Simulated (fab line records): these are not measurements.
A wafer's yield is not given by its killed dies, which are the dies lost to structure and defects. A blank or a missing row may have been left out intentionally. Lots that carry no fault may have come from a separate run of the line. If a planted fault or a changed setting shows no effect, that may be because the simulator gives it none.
Split-lot study :: flow n5_finfet :: on a route of 1938 steps: 7 lots, 21 wafers read

## THE SPLIT
At N5_BEOL_M5_COAT_74 (time 60 s, resist thk 5 nm), the setting spin_rpm was moved away from the recipe's 1500 rpm on 8 of the 21 wafers read, by -8.0% to +8.6%. For the rest of the wafers, this setting stayed at what the recipe calls for.

## FROM THE SPLIT TO THE READING: what the file shows between them, 5 steps
- N5_BEOL_M5_EXPOSE_25: exposes mask V4, defocus 10 nm (also split here: dose_mj)
- N5_BEOL_M5_PEB_26: peb time 60 s
- N5_BEOL_M5_DEVELOP_27: develop time 30 s
- N5_BEOL_M5_CD_MEAS_28: target cd 30.6 nm, target cd y 20 nm
- N5_BEOL_M5_DESCUM_33: chemistry O2, time 7 s

## THE READING
etch.depth_nm (the simulator's own value, which no gauge read), in nm, at N5_BEOL_M5_ETCH_75 (etches underlayer in N2/H2, target depth 6.5 nm, time 5.2 s). There is no usual value for it anywhere in the file. Here, 13 wafers ran the recipe; their average is 5.004 nm with a standard deviation of 0.013 nm.

wafer: L075.1
tool, chamber at the split: litho_track-01, 0
spin_rpm as run, rpm: 1629
against the recipe: +8.6%
etch.depth_nm, nm: 4.793
against lot-mates on the recipe: -0.190

wafer: L075.2
tool, chamber at the split: litho_track-01, 0
spin_rpm as run, rpm: 1629
against the recipe: +8.6%
etch.depth_nm, nm: 4.777
against lot-mates on the recipe: -0.206

wafer: L075.3
tool, chamber at the split: litho_track-01, 0
spin_rpm as run, rpm: 1500
against the recipe: recipe
etch.depth_nm, nm: 4.983
against lot-mates on the recipe: -

wafer: L076.3
tool, chamber at the split: litho_track-02, 0
spin_rpm as run, rpm: 1500
against the recipe: recipe
etch.depth_nm, nm: 4.992
against lot-mates on the recipe: -

wafer: L076.4
tool, chamber at the split: litho_track-02, 0
spin_rpm as run, rpm: 1416
against the recipe: -5.6%
etch.depth_nm, nm: 5.131
against lot-mates on the recipe: +0.141

wafer: L076.5
tool, chamber at the split: litho_track-02, 0
spin_rpm as run, rpm: 1500
against the recipe: recipe
etch.depth_nm, nm: 4.988
against lot-mates on the recipe: -

wafer: L087.1
tool, chamber at the split: litho_track-03, 0
spin_rpm as run, rpm: 1500
against the recipe: recipe
etch.depth_nm, nm: 4.998
against lot-mates on the recipe: -

wafer: L087.5
tool, chamber at the split: litho_track-03, 0
spin_rpm as run, rpm: 1500
against the recipe: recipe
etch.depth_nm, nm: 5.002
against lot-mates on the recipe: -

wafer: L087.6
tool, chamber at the split: litho_track-03, 0
spin_rpm as run, rpm: 1500
against the recipe: recipe
etch.depth_nm, nm: 5.006
against lot-mates on the recipe: -

wafer: L090.2
tool, chamber at the split: litho_track-01, 0
spin_rpm as run, rpm: 1593
against the recipe: +6.2%
etch.depth_nm, nm: 4.875
against lot-mates on the recipe: -0.143

wafer: L090.5
tool, chamber at the split: litho_track-01, 0
spin_rpm as run, rpm: 1500
against the recipe: recipe
etch.depth_nm, nm: 5.013
against lot-mates on the recipe: -

wafer: L090.6
tool, chamber at the split: litho_track-01, 0
spin_rpm as run, rpm: 1500
against the recipe: recipe
etch.depth_nm, nm: 5.024
against lot-mates on the recipe: -

wafer: L092.2
tool, chamber at the split: litho_track-03, 0
spin_rpm as run, rpm: 1562
against the recipe: +4.1%
etch.depth_nm, nm: 4.897
against lot-mates on the recipe: -0.110

wafer: L092.3
tool, chamber at the split: litho_track-03, 0
spin_rpm as run, rpm: 1562
against the recipe: +4.1%
etch.depth_nm, nm: 4.887
against lot-mates on the recipe: -0.120

wafer: L092.6
tool, chamber at the split: litho_track-03, 0
spin_rpm as run, rpm: 1500
against the recipe: recipe
etch.depth_nm, nm: 5.007
against lot-mates on the recipe: -

wafer: L093.1
tool, chamber at the split: litho_track-01, 0
spin_rpm as run, rpm: 1380
against the recipe: -8.0%
etch.depth_nm, nm: 5.226
against lot-mates on the recipe: +0.234

wafer: L093.2
tool, chamber at the split: litho_track-01, 0
spin_rpm as run, rpm: 1500
against the recipe: recipe
etch.depth_nm, nm: 4.992
against lot-mates on the recipe: -

wafer: L093.6
tool, chamber at the split: litho_track-01, 0
spin_rpm as run, rpm: 1380
against the recipe: -8.0%
etch.depth_nm, nm: 5.223
against lot-mates on the recipe: +0.231

wafer: L094.2
tool, chamber at the split: litho_track-02, 0
spin_rpm as run, rpm: 1500
against the recipe: recipe
etch.depth_nm, nm: 5.01
against lot-mates on the recipe: -

wafer: L094.4
tool, chamber at the split: litho_track-02, 0
spin_rpm as run, rpm: 1500
against the recipe: recipe
etch.depth_nm, nm: 5.026
against lot-mates on the recipe: -

wafer: L094.6
tool, chamber at the split: litho_track-02, 0
spin_rpm as run, rpm: 1500
against the recipe: recipe
etch.depth_nm, nm: 5.012
against lot-mates on the recipe: -

THE FIT
A straight line over all 21 wafers: etch.depth_nm changes by -0.0257 nm for each +1% of spin_rpm; r = -0.99; the points scatter about the line by 0.014 nm.
The same after taking each lot's own level away (the mean of its wafers on the recipe; 21 wafers): -0.0258 nm for each +1%; r = -0.99; scatter 0.012 nm.
Per that fit: largest spin_rpm move, reading shift of 0.22 nm.
The lots' own levels span 4.9830 to 5.0185 nm, that is 2.8 times the standard deviation above.
Hence the lot-to-lot level has little effect on the slope; both slopes agree.
Check: with one of the wafers moved furthest among these (+8.6%) left out of the fit, the line predicts -0.225 nm for it against its lot-mates. It came out at -0.19 nm against them.

## OTHER SPLITS ON THESE WAFERS
Note: prior to the reading, these wafers also went through further splits. Each is held against what the fit with the lots' levels taken away leaves over:
other split on the same wafers: N5_BEOL_M4_DESCUM_33 time_s
wafers away from the commonest value: 9
r with etch.depth_nm (lot level and that fit taken away): +0.29

other split on the same wafers: N5_BEOL_M5_EXPOSE_25 dose_mj
wafers away from the commonest value: 6
r with etch.depth_nm (lot level and that fit taken away): +0.08

## THE FILE'S OWN FIT
etch.depth_nm changes by -0.0254 nm for each +1% of spin_rpm, r = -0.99.
